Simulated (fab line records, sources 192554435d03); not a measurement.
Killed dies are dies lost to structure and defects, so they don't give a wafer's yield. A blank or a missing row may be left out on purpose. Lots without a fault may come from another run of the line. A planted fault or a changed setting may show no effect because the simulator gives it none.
fab line records | flow n5_finfet | part 1 of 2: steps 1 to 19 of 27
record lots=5 wafers=15 last_day=17
route steps=1938 shown BEOL_M11@1559
lots that met no fault: from a run of the same line without faults
start_h: hours from the record's first day to the start of the lot's first wafer shown | wait_h: hours since the lot's step before | " the same as in the row above | L1.1+2: a row that stands for several wafers | - no value, or no start given | * or withheld: withheld | < > ~ a bound
route shown NAME@n: a module of which the file shows steps, and the number in the route of the first | usual: mean/standard deviation of fault-free wafers | same: alike in all rows | chamber/n: place in a boat | sites: the reading at each site | _std_site: their standard deviation | _edge_site: outer sites' mean less inner sites' | radius_mm: how far each site lies from the wafer's centre | mask NAME#n: copy n | behind: the tool/chamber that last shaped the wafer | hold: why the lot was held/for how many hours/how that ended | device: the transistor (n, p or np) that didn't switch | end of line: the same wafers' tests at the end of the route | a step without rows: its recipe alone | killed: dies lost to structure and defects at the first sort, not the wafer's yield | map: a wafer's dies, x killed, . not, _ none there
set.NAME: the setting as run; set.NAME@STEP: as run at that earlier step | model.NAME: the simulator's own value behind a step, which no gauge read
lots at some steps of the route; a table a step, a row a wafer
services: from which hour (start_h, from the record's first day; less than 0 if before it) a tool's chamber was out of use, for how many hours, and why
## steps
# step N5_BEOL_M11_CD_MEAS_18
# recipe pitch_nm=140 target_cd_nm=70
# usual cd_nm=70.0/0.48
# columns lot.wafer tool chamber start_h wait_h cd_nm
L079.2 cd_sem-01 - 259.50 0.1 70.2
L079.3 " - " " 70.1
L079.4 " - " " 70.0
L081.1 cd_sem-02 - 276.82 0.0 69.9
L081.2 " - " " 69.9
L081.3 " - " " 70.2
L091.1 cd_sem-01 - 320.07 0.0 69.1
L091.3 " - " " 70.4
L091.4 " - " " 70.1
L090.1 cd_sem-02 - 327.74 0.0 69.8
L090.3 " - " " 70.9
L090.4 " - " " 69.6
L093.1 cd_sem-03 - 356.43 0.0 69.9
L093.2 " - " " 70.1
L093.5 " - " " 70.1
# step N5_BEOL_M11_COAT_63
# recipe resist=SOC temp_c=250 time_s=60 spin_rpm=1500 resist_thk_nm=100
# usual dispense_pressure_kPa=51/4.6 heater_power_total_W=500.6/1.8
# columns lot.wafer tool chamber start_h wait_h dispense_pressure_kPa heater_power_total_W
L079.2 litho_track-04 0 259.54 0.0 46 498.6
L079.3 " 0 " " 46 501.3
L079.4 " 0 " " 46 497.4
L081.1 litho_track-01 0 277.02 0.2 50 500.1
L081.2 " 0 " " 50 500.8
L081.3 " 0 " " 50 499.9
L091.1 litho_track-01 0 320.73 0.7 50 497.6
L091.3 " 0 " " 50 499.6
L091.4 " 0 " " 50 500.7
L090.1 litho_track-03 0 327.81 0.1 59 499.2
L090.3 " 0 " " 59 502.8
L090.4 " 0 " " 59 497.5
L093.1 litho_track-04 0 357.33 0.9 46 498.6
L093.2 " 0 " " 46 502.7
L093.5 " 0 " " 46 503.0
# step N5_BEOL_M11_COAT_64
# recipe resist=SiARC temp_c=220 time_s=60 spin_rpm=1500 resist_thk_nm=30
# usual dispense_pressure_kPa=51/4.6 heater_power_total_W=427.7/2.1
# columns lot.wafer tool chamber start_h wait_h dispense_pressure_kPa heater_power_total_W
L079.2 litho_track-04 0 - - 46 429.3
L079.3 " 0 " " 46 429.9
L079.4 " 0 " " 46 429.4
L081.1 litho_track-01 0 - - 49 427.4
L081.2 " 0 " " 49 428.4
L081.3 " 0 " " 49 427.0
L091.1 litho_track-01 0 - - 49 426.6
L091.3 " 0 " " 49 424.7
L091.4 " 0 " " 49 429.0
L090.1 litho_track-03 0 - - 59 425.1
L090.3 " 0 " " 59 425.7
L090.4 " 0 " " 59 427.8
L093.1 litho_track-04 0 - - 46 430.6
L093.2 " 0 " " 46 429.4
L093.5 " 0 " " 46 427.9
# step N5_BEOL_M11_COAT_22
# recipe resist=CAR-ArF spin_rpm=1500 resist_thk_nm=90
# usual dispense_pressure_kPa=51/4.6
# columns lot.wafer tool chamber start_h wait_h dispense_pressure_kPa
L079.2 litho_track-04 0 - - 46
L079.3 " 0 " " 46
L079.4 " 0 " " 46
L081.1 litho_track-01 0 - - 49
L081.2 " 0 " " 50
L081.3 " 0 " " 50
L091.1 litho_track-01 0 - - 50
L091.3 " 0 " " 50
L091.4 " 0 " " 50
L090.1 litho_track-03 0 - - 59
L090.3 " 0 " " 59
L090.4 " 0 " " 59
L093.1 litho_track-04 0 - - 46
L093.2 " 0 " " 46
L093.5 " 0 " " 46
# step N5_BEOL_M11_EBR_24
# recipe solvent=PGMEA ebr_width_mm=1.5
# same ebr_width_mm=1.5
# columns lot.wafer tool chamber start_h wait_h
L079.2+3+4 litho_track-04 0 - -
L081.1+2+3 litho_track-01 0 - -
L091.1+3+4 litho_track-01 0 - -
L090.1+3+4 litho_track-03 0 - -
L093.1+2+5 litho_track-04 0 - -
# step N5_BEOL_M11_SOFTBAKE_23
# recipe temp_c=110 time_s=60 resist=CAR-ArF
# usual heater_power_total_W=175.2/1.7
# columns lot.wafer tool chamber start_h wait_h heater_power_total_W
L079.2 litho_track-04 0 - - 175.8
L079.3 " 0 " " 177.5
L079.4 " 0 " " 173.0
L081.1 litho_track-01 0 - - 176.9
L081.2 " 0 " " 174.4
L081.3 " 0 " " 173.5
L091.1 litho_track-01 0 - - 177.5
L091.3 " 0 " " 174.0
L091.4 " 0 " " 177.6
L090.1 litho_track-03 0 - - 173.0
L090.3 " 0 " " 177.5
L090.4 " 0 " " 172.9
L093.1 litho_track-04 0 - - 175.8
L093.2 " 0 " " 173.1
L093.5 " 0 " " 173.4
# step N5_BEOL_M11_EXPOSE_25
# recipe mask_id=V10 na=1.35 source_shape=annular sigma_inner=0.5 sigma_outer=0.8 polarization=unpolarized dose_mj=85.5
# usual exposure_dose_mJ_cm2=85.44/0.088
# columns lot.wafer tool chamber start_h wait_h mask exposure_dose_mJ_cm2
L079.2 arfi_scanner-01 0 259.79 - V10#0 85.53
L079.3 " 0 " " V10#0 85.46
L079.4 " 0 " " V10#0 85.49
L081.1 arfi_scanner-03 0 277.26 - V10#0 85.34
L081.2 " 0 " " V10#0 85.41
L081.3 " 0 " " V10#0 85.39
L091.1 arfi_scanner-01 0 320.98 - V10#0 85.36
L091.3 " 0 " " V10#0 85.39
L091.4 " 0 " " V10#0 85.46
L090.1 arfi_scanner-02 0 328.05 - V10#0 85.35
L090.3 " 0 " " V10#0 85.35
L090.4 " 0 " " V10#0 85.40
L093.1 arfi_scanner-03 0 357.79 - V10#0 85.61
L093.2 " 0 " " V10#0 85.53
L093.5 " 0 " " V10#0 85.55
# step N5_BEOL_M11_PEB_26
# recipe peb_temp_c=withheld peb_time_s=60 resist=CAR-ArF
# columns lot.wafer tool chamber start_h wait_h
L079.2+3+4 litho_track-04 0 259.85 0.1
L081.1+2+3 litho_track-04 0 277.32 0.1
L091.1+3+4 litho_track-03 0 321.04 0.1
L090.1+3+4 litho_track-04 0 328.12 0.1
L093.1+2+5 litho_track-04 0 357.86 0.1
# step N5_BEOL_M11_DEVELOP_27
# recipe develop_time_s=30 developer=TMAH resist=CAR-ArF rinse_liquid=diw dry=air_spin dev_temp_c=23
# columns lot.wafer tool chamber start_h wait_h
L079.2+3+4 litho_track-04 0 - -
L081.1+2+3 litho_track-04 0 - -
L091.1+3+4 litho_track-03 0 - -
L090.1+3+4 litho_track-04 0 - -
L093.1+2+5 litho_track-04 0 - -
# step N5_BEOL_M11_CD_MEAS_28
# recipe target_cd_nm=70 landing_energy_ev=500 detector=se_inlens polarity=opening
# usual cd_nm=69.7/0.83
# columns lot.wafer tool chamber start_h wait_h cd_nm
L079.2 cd_sem-02 0 259.91 - 70.6
L079.3 " 0 " " 70.7
L079.4 " 0 " " 70.1
L081.1 cd_sem-01 0 277.39 - 69.1
L081.2 " 0 " " 69.3
L081.3 " 0 " " 69.1
L091.1 cd_sem-01 0 321.11 - 70.9
L091.3 " 0 " " 70.5
L091.4 " 0 " " 70.9
L090.1 cd_sem-01 0 328.19 - 69.8
L090.3 " 0 " " 70.4
L090.4 " 0 " " 70.4
L093.1 cd_sem-01 0 357.92 - 69.3
L093.2 " 0 " " 68.3
L093.5 " 0 " " 67.8
# step N5_BEOL_M11_OVL_MEAS_29
# recipe points_per_wafer=44
# usual V10_OVL=0.0/0.71
# columns lot.wafer tool chamber start_h wait_h V10_OVL[nm]
L079.2 overlay-01 0 259.94 0.0 0.0
L079.3 " 0 " " 0.5
L079.4 " 0 " " 0.5
L081.1 overlay-01 0 277.42 0.0 -0.1
L081.2 " 0 " " 0.8
L081.3 " 0 " " 1.5
L091.1 overlay-01 0 321.14 0.0 1.1
L091.3 " 0 " " 0.7
L091.4 " 0 " " -0.6
L090.1 overlay-01 0 328.22 0.0 0.6
L090.3 " 0 " " 0.1
L090.4 " 0 " " 1.4
L093.1 overlay-01 0 357.95 0.0 -0.4
L093.2 " 0 " " -0.9
L093.5 " 0 " " 0.0
# step N5_BEOL_M11_INSPECT_30
# recipe mode=adi inspect_instrument=brightfield
# usual raw_defect_count=367/77
# columns lot.wafer tool chamber start_h wait_h raw_defect_count
L079.2 defect_inspect-02 - 259.97 0.0 582
L079.3 " - " " 392
L079.4 " - " " 515
L081.1 defect_inspect-01 - 277.45 0.0 355
L081.2 " - " " 461
L081.3 " - " " 384
L091.1 defect_inspect-02 - 321.16 0.0 424
L091.3 " - " " 516
L091.4 " - " " 517
L090.1 defect_inspect-01 - 328.24 0.0 388
L090.3 " - " " 300
L090.4 " - " " 342
L093.1 defect_inspect-01 - 357.98 0.0 421
L093.2 " - " " 313
L093.5 " - " " 386
# step N5_BEOL_M11_DESCUM_33
# recipe chemistry=O2 time_s=7.9 source_power_w=50 bias_power_w=20 pressure_mtorr=20 rf_frequency_hz=2.712e+07 temp_c=40 resist=CAR-ArF o2_flow_sccm=225
# usual bias_power_w=20.00/0.061 drypump_motor_current_A=5.7/0.41 o2_flow_sccm=225.0/0.66 oes_product_au=0.79/0.077 rf_vpp_V=243.0/1.1 showerhead_plenum_p_Torr=2.09/0.046 temp_c=40.00/0.11 throttle_valve_pct=20.40/0.29
# columns lot.wafer tool chamber start_h wait_h bias_power_w drypump_motor_current_A o2_flow_sccm oes_product_au rf_hours_counter_h rf_vpp_V showerhead_plenum_p_Torr temp_c throttle_valve_pct
L079.2 rie_diel-05 2 260.78 0.8 19.99 5.0 224.8 0.87 47 244.9 2.13 39.85 19.88
L079.3 " 1 " " 20.00 6.2 224.9 0.78 119 241.1 2.11 40.04 20.79
L079.4 " 0 " " 19.99 5.7 224.8 0.69 249 243.8 2.07 39.90 20.86
L081.1 rie_diel-03 1 277.75 0.3 19.96 6.1 224.9 0.72 186 244.0 2.17 39.89 20.45
L081.2 " 3 " " 19.92 6.2 224.1 0.85 69 242.6 2.13 40.05 20.34
L081.3 " 0 " " 20.09 6.2 224.9 0.75 157 240.4 2.00 40.00 20.17
L091.1 rie_diel-05 1 321.20 0.0 19.96 6.2 223.7 0.77 127 242.6 2.10 40.11 20.80
L091.3 " 0 " " 19.99 5.7 224.9 0.96 6 244.1 2.07 40.01 20.48
L091.4 " 2 " " 20.10 5.0 225.6 0.85 54 242.0 2.13 39.93 19.90
L090.1 rie_diel-05 1 328.34 0.1 19.98 6.2 225.3 0.77 129 243.4 2.10 40.03 20.81
L090.3 " 3 " " 20.02 5.4 224.7 0.72 205 243.0 2.07 39.83 20.96
L090.4 " 0 " " 19.88 5.7 225.3 0.94 9 243.4 2.07 39.96 20.49
L093.1 rie_diel-01 1 358.04 0.1 19.98 5.7 225.6 0.79 134 244.6 2.11 40.10 20.48
L093.2 " 2 " " 20.10 5.7 224.5 0.78 118 240.6 2.02 40.05 20.22
L093.5 " 2 " " 20.12 5.7 224.4 0.77 - 241.3 2.02 40.02 20.22
# step N5_BEOL_M11_ETCH_65
# recipe chemistry=CF4 target=SiARC target_depth_a=390 mask_material=CAR-ArF time_s=65 ion_energy_ev=80 pressure_mtorr=40 source_w=545 bias_w=36 Ar_flow_sccm=100 cf4_flow_sccm=100 ends=cleared
# usual drypump_motor_current_A=5.7/0.41 etch_rf_on_time_s=64.8/1.1 oes_product_au=0.68/0.066 rf_vpp_V=184.1/1 showerhead_plenum_p_Torr=2.14/0.043 throttle_valve_pct=15.57/0.28
# columns lot.wafer tool chamber start_h wait_h drypump_motor_current_A etch_rf_on_time_s oes_product_au rf_hours_counter_h rf_vpp_V showerhead_plenum_p_Torr throttle_valve_pct
L079.2 rie_diel-05 2 260.82 0.0 5.0 62.4 0.76 47 184.6 2.18 15.05
L079.3 " 1 " " 6.3 65.1 0.66 119 182.1 2.16 15.92
L079.4 " 0 " " 5.7 64.5 0.59 249 184.7 2.11 16.04
L081.1 rie_diel-03 1 277.79 0.0 6.1 65.6 0.61 186 184.8 2.22 15.65
L081.2 " 3 " " 6.2 65.2 0.72 69 183.4 2.16 15.43
L081.3 " 0 " " 6.2 65.0 0.65 157 182.3 2.06 15.44
L091.1 rie_diel-05 1 321.23 0.0 6.2 66.1 0.66 127 183.7 2.15 15.92
L091.3 " 0 " " 5.7 64.5 0.81 6 183.9 2.11 15.53
L091.4 " 2 " " 5.0 63.5 0.73 54 184.3 2.17 15.09
L090.1 rie_diel-05 1 328.37 0.0 6.2 64.6 0.66 129 184.8 2.15 15.95
L090.3 " 3 " " 5.4 63.9 0.62 205 184.0 2.13 16.17
L090.4 " 0 " " 5.7 63.2 0.81 9 184.5 2.11 15.53
L093.1 rie_diel-01 1 358.08 0.0 5.7 64.8 0.67 134 185.0 2.15 15.62
L093.2 " 2 " " 5.7 65.3 0.66 118 183.8 2.07 15.44
L093.5 " 2 " " 5.7 65.2 0.65 - 183.5 2.07 15.43
# step N5_BEOL_M11_ETCH_66
# recipe chemistry=N2/H2 target=SOC target_depth_a=1200 overetch_a=240 mask_material=SiARC temp_c=40 time_s=180 ion_energy_ev=200 pressure_mtorr=30 source_w=840 bias_w=150 n2_flow_sccm=200 h2_flow_sccm=200
# usual drypump_motor_current_A=5.7/0.41 oes_product_au=0.64/0.058 rf_vpp_V=523.8/1.7 showerhead_plenum_p_Torr=2.54/0.057 temp_c=40.00/0.11 throttle_valve_pct=17.76/0.29
# columns lot.wafer tool chamber start_h wait_h drypump_motor_current_A oes_product_au rf_hours_counter_h rf_vpp_V showerhead_plenum_p_Torr temp_c throttle_valve_pct
L079.2 rie_diel-05 2 260.87 0.0 5.0 0.69 47 524.4 2.58 39.84 17.16
L079.3 " 1 " " 6.2 0.63 119 524.8 2.55 39.98 18.14
L079.4 " 0 " " 5.7 0.56 250 521.9 2.50 40.03 18.14
L081.1 rie_diel-03 1 277.84 0.0 6.2 0.59 186 526.2 2.64 39.99 17.92
L081.2 " 3 " " 6.3 0.68 69 524.3 2.58 39.97 17.65
L081.3 " 0 " " 6.2 0.61 157 520.5 2.44 40.09 17.55
L091.1 rie_diel-05 1 321.28 0.0 6.2 0.63 127 523.1 2.55 40.03 18.14
L091.3 " 0 " " 5.7 0.77 6 523.1 2.49 40.06 17.68
L091.4 " 2 " " 5.0 0.68 55 524.7 2.58 39.88 17.18
L090.1 rie_diel-05 1 328.42 0.0 6.2 0.63 129 524.6 2.54 40.04 18.15
L090.3 " 3 " " 5.4 0.59 205 523.9 2.51 40.04 18.24
L090.4 " 0 " " 5.7 0.76 9 522.9 2.49 39.89 17.69
L093.1 rie_diel-01 1 358.13 0.0 5.7 0.64 134 524.6 2.55 40.05 17.80
L093.2 " 2 " " 5.7 0.62 118 521.1 2.44 39.99 17.50
L093.5 " 2 " " 5.7 0.62 - 520.6 2.44 39.92 17.50
# step N5_BEOL_M11_STRIP_69
# recipe chemistry=N2/H2 temp_c=40 n2_flow_sccm=200 h2_flow_sccm=200 rf_frequency_hz=6e+07
# columns lot.wafer tool chamber start_h wait_h
L079.2+3+4 rie_diel-05 2,1,0 260.98 0.1
L081.1+2+3 rie_diel-03 1,3,0 277.95 0.1
L091.1+3+4 rie_diel-05 1,0,2 321.39 0.1
L090.1+3+4 rie_diel-05 1,3,0 328.54 0.1
L093.1+2+5 rie_diel-01 1,2,2 358.24 0.1
# step N5_BEOL_M11_VIA_ETCH_34
# recipe chemistry=C4F6/O2 target=SiCOH_lowk target_depth_a=1845 mask_material=SOC taper_deg=4 time_s=69.2 ion_energy_ev=250 pressure_mtorr=30 source_w=345 bias_w=185 Ar_flow_sccm=300 C4F6_flow_sccm=10 O2_flow_sccm=10
# usual C4F6_flow_sccm=10.000/0.028 drypump_motor_current_A=5.7/0.41 oes_product_au=0.79/0.076 rf_vpp_V=663/6.6 showerhead_plenum_p_Torr=2.84/0.06 throttle_valve_pct=20.86/0.28
# columns lot.wafer tool chamber start_h wait_h C4F6_flow_sccm drypump_motor_current_A oes_product_au rf_hours_counter_h rf_vpp_V showerhead_plenum_p_Torr throttle_valve_pct
L079.2 rie_diel-05 2 260.99 0.0 10.042 5.0 0.87 47 652 2.90 20.36
L079.3 " 1 " " 9.971 6.2 0.79 119 663 2.86 21.25
L079.4 " 0 " " 9.990 5.7 0.68 250 657 2.80 21.27
L081.1 rie_diel-03 1 277.96 0.0 9.985 6.1 0.72 186 673 2.95 20.94
L081.2 " 3 " " 10.006 6.2 0.85 69 663 2.88 20.74
L081.3 " 0 " " 9.980 6.2 0.76 157 660 2.73 20.64
L091.1 rie_diel-05 1 321.40 0.0 10.014 6.2 0.78 127 665 2.86 21.23
L091.3 " 0 " " 10.031 5.7 0.96 6 656 2.80 20.90
L091.4 " 2 " " 9.972 5.0 0.85 55 651 2.90 20.39
L090.1 rie_diel-05 1 328.55 0.0 10.043 6.2 0.77 129 665 2.86 21.27
L090.3 " 3 " " 10.054 5.4 0.73 205 657 2.82 21.42
L090.4 " 0 " " 9.994 5.7 0.96 9 656 2.80 20.90
L093.1 rie_diel-01 1 358.25 0.0 10.007 5.7 0.77 134 675 2.86 20.94
L093.2 " 2 " " 10.013 5.7 0.78 118 670 2.74 20.62
L093.5 " 2 " " 10.029 5.7 0.78 - 668 2.74 20.63
# step N5_BEOL_M11_STRIP_73
# recipe chemistry=C4F6/O2 resist=SiARC rf_frequency_hz=6e+07
# columns lot.wafer tool chamber start_h wait_h
L079.2+3+4 rie_diel-05 2,1,0 261.05 0.0
L081.1+2+3 rie_diel-03 1,3,0 278.01 0.0
L091.1+3+4 rie_diel-05 1,0,2 321.46 0.0
L090.1+3+4 rie_diel-05 1,3,0 328.60 0.0
L093.1+2+5 rie_diel-01 1,2,2 358.31 0.0
# step N5_BEOL_M11_STRIP_36
# recipe chemistry=N2/H2 power_w=450 temp_c=40 pressure_mtorr=20 rf_frequency_hz=6e+07 overash_fraction=0.3 bias_power_w=7 h2_frac=0.5 n2_flow_sccm=200 h2_flow_sccm=200
# usual bias_power_w=6.997/0.021 drypump_motor_current_A=5.7/0.41 oes_product_au=0.79/0.076 rf_vpp_V=59.3/1.9 showerhead_plenum_p_Torr=2.54/0.057 temp_c=40.00/0.11 throttle_valve_pct=23.5/0.34
# columns lot.wafer tool chamber start_h wait_h bias_power_w drypump_motor_current_A oes_product_au rf_hours_counter_h rf_vpp_V showerhead_plenum_p_Torr temp_c throttle_valve_pct
L079.2 rie_diel-05 2 261.06 0.0 7.005 5.0 0.85 47 61.1 2.58 39.90 22.9
L079.3 " 1 " " 6.969 6.3 0.79 119 62.2 2.54 40.08 24.1
L079.4 " 0 " " 6.997 5.7 0.70 250 61.8 2.49 39.98 23.9
L081.1 rie_diel-03 1 278.02 0.0 6.971 6.2 0.71 186 61.0 2.64 39.95 23.8
L081.2 " 3 " " 7.024 6.3 0.84 69 59.5 2.58 39.98 23.4
L081.3 " 0 " " 7.010 6.2 0.74 157 61.2 2.43 40.02 23.3
L091.1 rie_diel-05 1 321.47 0.0 7.004 6.2 0.78 127 61.9 2.54 40.17 24.0
L091.3 " 0 " " 7.011 5.7 0.96 6 57.0 2.49 39.96 23.5
L091.4 " 2 " " 6.963 5.0 0.84 55 56.7 2.57 40.12 22.9
L090.1 rie_diel-05 1 328.61 0.0 6.951 6.2 0.77 129 58.8 2.54 40.04 24.1
L090.3 " 3 " " 7.000 5.4 0.71 205 58.5 2.51 40.04 23.9
L090.4 " 0 " " 7.007 5.7 0.94 9 56.5 2.49 40.27 23.5
L093.1 rie_diel-01 1 358.32 0.0 7.025 5.7 0.78 134 56.2 2.55 39.87 23.6
L093.2 " 2 " " 7.021 5.7 0.76 118 59.3 2.44 40.10 23.2
L093.5 " 2 " " 6.988 5.7 0.77 - 58.6 2.44 40.08 23.2
